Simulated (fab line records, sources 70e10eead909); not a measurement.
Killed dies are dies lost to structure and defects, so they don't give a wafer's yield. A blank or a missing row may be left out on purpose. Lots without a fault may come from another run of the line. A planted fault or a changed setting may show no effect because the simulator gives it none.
Which tool did it? | flow nand_harc | 14 lots, 42 wafers sampled, at 6 steps of a route of 1302

WHAT THE GAUGES READ, wafer by wafer
NHARC_A_ONON_D2_THK_MEAS_11: measures by ellipsometry. Usual: thk_nm 998 nm, standard deviation 11.
lot  | measured     | on            | thk_nm (nm)    | flag
L964 | day 12 15:26 | film_metro-01 | 1007 1005 1008 |
L966 | day 13 01:30 | film_metro-02 | 987 989 987    |
L967 | day 13 16:54 | film_metro-02 | 1005 1004 1005 |
L969 | day 14 12:43 | film_metro-01 | 1004 1007 1003 |
L970 | day 15 10:57 | film_metro-01 | 994 995 995    |
L972 | day 16 03:17 | film_metro-02 | 973 972 973    |
L974 | day 16 21:28 | film_metro-01 | 990 990 991    |
L979 | day 19 01:49 | film_metro-01 | 1001 1000 997  |
L981 | day 19 17:57 | film_metro-02 | 1589 1590 1590 | OFF
L982 | day 20 02:22 | film_metro-02 | 1616 1617 1615 | OFF
L984 | day 21 01:20 | film_metro-02 | 1001 1002 1002 |
L985 | day 21 06:12 | film_metro-02 | 1007 1008 1007 |
L986 | day 21 18:38 | film_metro-01 | 985 983 983    |
L987 | day 21 18:48 | film_metro-02 | 979 978 978    |

NHARC_END_SORT_01. Usual: killed_at_array 55, standard deviation 12; killed_at_other 1.0, standard deviation 1.2; killed_at_periphery 3.9, standard deviation 2.6; killed_dies 60, standard deviation 12; killed_open 3.3, standard deviation 1.9; killed_short 2.5, standard deviation 1.8.
lot  | measured     | on        | killed_at_array | killed_at_other | killed_at_periphery | killed_dies | killed_open | killed_short | flag
L981 | day 31 12:39 | prober-01 | 674 672 669     | 0 1 0           | 3 4 8               | 677 677 677 | 5 4 4       | 0 1 0        | OFF
L982 | day 31 09:13 | prober-02 | 673 671 673     | 0 0 0           | 4 6 4               | 677 677 677 | 2 2 2       | 1 3 4        | OFF

WHICH TOOL RAN EACH LOT (tool, then ch and the chambers of the sampled wafers, then the start)
lot  | NHARC_A_CHANNEL_FILL_D1_CMP_10 | NHARC_A_DECK1_JOINT_CMP_13    | NHARC_A_ONON_D2_DEP_09           | NHARC_A_CHANNEL_HOLE_D2_DEP_00
L964 | cmp-01 ch 0,1,3, day 11 03:04  | cmp-04 ch 1,2,3, day 11 13:46 | pecvd_onon-04 ch 0, day 12 14:58 | acl_dep-03 ch 0, day 13 02:46
L966 | cmp-03 ch 0,2,3, day 11 15:47  | cmp-01 ch 0,2,3, day 12 02:22 | pecvd_onon-03 ch 0, day 13 01:03 | acl_dep-02 ch 0, day 13 14:25
L967 | cmp-03 ch 0,1,2, day 12 04:44  | cmp-04 ch 0,1,2, day 12 15:33 | pecvd_onon-02 ch 0, day 13 16:23 | acl_dep-03 ch 0, day 14 07:25
L969 | cmp-01 ch 1,2,3, day 12 18:55  | cmp-01 ch 0,1,3, day 13 05:31 | pecvd_onon-03 ch 0, day 14 12:16 | acl_dep-01 ch 0, day 15 00:22
L970 | cmp-03 ch 1,2,3, day 13 15:31  | cmp-03 ch 0,1,3, day 14 02:19 | pecvd_onon-04 ch 0, day 15 10:26 | acl_dep-02 ch 0, day 15 23:35
L972 | cmp-02 ch 0,2, day 14 18:08    | cmp-03 ch 0,1,3, day 15 04:58 | pecvd_onon-02 ch 0, day 16 02:50 | acl_dep-03 ch 0, day 16 17:02
L974 | cmp-01 ch 0,1, day 15 05:29    | cmp-01 ch 1,3, day 15 16:05   | pecvd_onon-03 ch 0, day 16 20:57 | acl_dep-03 ch 0, day 17 08:13
L979 | cmp-01 ch 0,3, day 17 07:08    | cmp-01 ch 0,1, day 17 20:18   | pecvd_onon-04 ch 0, day 19 01:22 | acl_dep-01 ch 0, day 19 16:13
L981 | cmp-02 ch 0,1, day 18 01:34    | cmp-01 ch 1,2,3, day 18 12:21 | pecvd_onon-04 ch 0, day 19 17:30 | -
L982 | cmp-03 ch 0,3, day 18 12:50    | cmp-04 ch 0,2, day 18 23:23   | pecvd_onon-04 ch 0, day 20 01:50 | -
L984 | cmp-01 ch 1,2,3, day 19 10:53  | cmp-01 ch 0,3, day 19 21:37   | pecvd_onon-02 ch 0, day 21 00:56 | acl_dep-02 ch 0, day 21 18:04
L985 | cmp-02 ch 0,2, day 19 15:08    | cmp-04 ch 0,2,3, day 20 01:46 | pecvd_onon-02 ch 0, day 21 05:41 | acl_dep-03 ch 0, day 21 17:43
L986 | cmp-01 ch 0,1, day 20 05:59    | cmp-01 ch 1,2,3, day 20 16:47 | pecvd_onon-03 ch 0, day 21 18:11 | acl_dep-01 ch 0, day 22 07:30
L987 | cmp-03 ch 0,1,2, day 20 06:02  | cmp-03 ch 0,3, day 20 16:46   | pecvd_onon-02 ch 0, day 21 18:25 | acl_dep-02 ch 0, day 22 06:11
- NHARC_A_CHANNEL_FILL_D1_CMP_10: polishes, target thk 150 nm.
- NHARC_A_DECK1_JOINT_CMP_13: polishes, target thk 51.023 nm.
- NHARC_A_ONON_D2_DEP_09: target thk 1000 nm.
- NHARC_A_CHANNEL_HOLE_D2_DEP_00: deposits aC, target thk 3100 nm.

WHAT THE TOOLS THEMSELVES READ (means of the sampled wafers that have a number; where no wafer has one, the mark that the record gives instead)
NHARC_A_CHANNEL_FILL_D1_CMP_10. Usual: motor_current_A 12.7 A, standard deviation 1.2; time_to_endpoint_s 16 s, standard deviation 3.1.
lot  | tool   | motor_current_A (A) | time_to_endpoint_s (s) | flag
L964 | cmp-01 | 13.3                | 15                     |
L966 | cmp-03 | 11.9                | 14                     |
L967 | cmp-03 | 12.8                | 12                     |
L969 | cmp-01 | 12.6                | 17                     |
L970 | cmp-03 | 12.3                | 14                     |
L972 | cmp-02 | 11.9                | 14                     |
L974 | cmp-01 | 13.7                | 17                     |
L979 | cmp-01 | 13.4                | 17                     |
L981 | cmp-02 | 13.6                | 17                     |
L982 | cmp-03 | 12.7                | 12                     |
L984 | cmp-01 | 12.5                | 17                     |
L985 | cmp-02 | 11.5                | 22                     |
L986 | cmp-01 | 14.1                | 13                     |
L987 | cmp-03 | 12.7                | 14                     |

NHARC_A_DECK1_JOINT_CMP_13. Usual: motor_current_A 12.6 A, standard deviation 1.1; time_to_endpoint_s 9.1 s, standard deviation 2.8.
lot  | tool   | motor_current_A (A) | time_to_endpoint_s (s) | flag
L964 | cmp-04 | 12.4                | 6.1                    |
L966 | cmp-01 | 13.5                | 9.9                    |
L967 | cmp-04 | 12.6                | 13.2                   |
L969 | cmp-01 | 13.3                | 7.1                    |
L970 | cmp-03 | 12.3                | 6.4                    |
L972 | cmp-03 | 11.8                | 6.7                    |
L974 | cmp-01 | 12.2                | 7.9                    |
L979 | cmp-01 | 13.9                | 8.2                    |
L981 | cmp-01 | 12.6                | 8.9                    |
L982 | cmp-04 | 12.1                | 7.5                    |
L984 | cmp-01 | 13.9                | 7.0                    |
L985 | cmp-04 | 11.9                | 6.3                    |
L986 | cmp-01 | 12.7                | 9.9                    |
L987 | cmp-03 | 12.0                | 9.3                    |

NHARC_A_CHANNEL_HOLE_D2_DEP_00. Usual: throttle_valve_pct 35.001 %, standard deviation 0.0085.
lot  | tool       | throttle_valve_pct (%) | flag
L964 | acl_dep-03 | 35.008                 |
L966 | acl_dep-02 | 34.995                 |
L967 | acl_dep-03 | 35.003                 |
L969 | acl_dep-01 | 35.004                 |
L970 | acl_dep-02 | 34.997                 |
L972 | acl_dep-03 | 35.003                 |
L974 | acl_dep-03 | 35.002                 |
L979 | acl_dep-01 | 35.001                 |
L984 | acl_dep-02 | 35.000                 |
L985 | acl_dep-03 | 35.000                 |
L986 | acl_dep-01 | 35.002                 |
L987 | acl_dep-02 | 35.001                 |

THE ANSWER, worked out from the rows above alone
Rule: a lot is off if the mean of its wafers that have a number lies more than 3 standard deviations from the usual mean. A lot without any number at a reading at which 4 lots or more have one is off too. The other lots that the step has rows for count as sound. The gauges are gone through in route order, then the tools' own readings, and for those a lot's mean is taken as printed above. The first step at which some lot is off is used, and at that step the reading that is off furthest; a lot without a number counts as furthest.
Off: L981, L982, at NHARC_A_ONON_D2_THK_MEAS_11 (thk_nm).
A tool fits if, at a process step before that reading, it ran every lot that is off, and no sound lot after the first of them. The gauges at NHARC_A_ONON_D2_THK_MEAS_11 aren't tried: what is off there is off at NHARC_END_SORT_01 too, on other tools, and a gauge's error can't cause that. One fits: pecvd_onon-04 at NHARC_A_ONON_D2_DEP_09. Its last sound lot is L979 (day 19 01:22), its first lot that is off L981 (day 19 17:30): a fault that began between those two fits.

WHAT THE SIMULATOR HAD PUT IN
Process parameter drift: pecvd_onon-04, from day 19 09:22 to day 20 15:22, at NHARC_A_ONON_D2_DEP_09. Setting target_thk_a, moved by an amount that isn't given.
Lots struck among those shown: L981, L982. The rule above found the same.
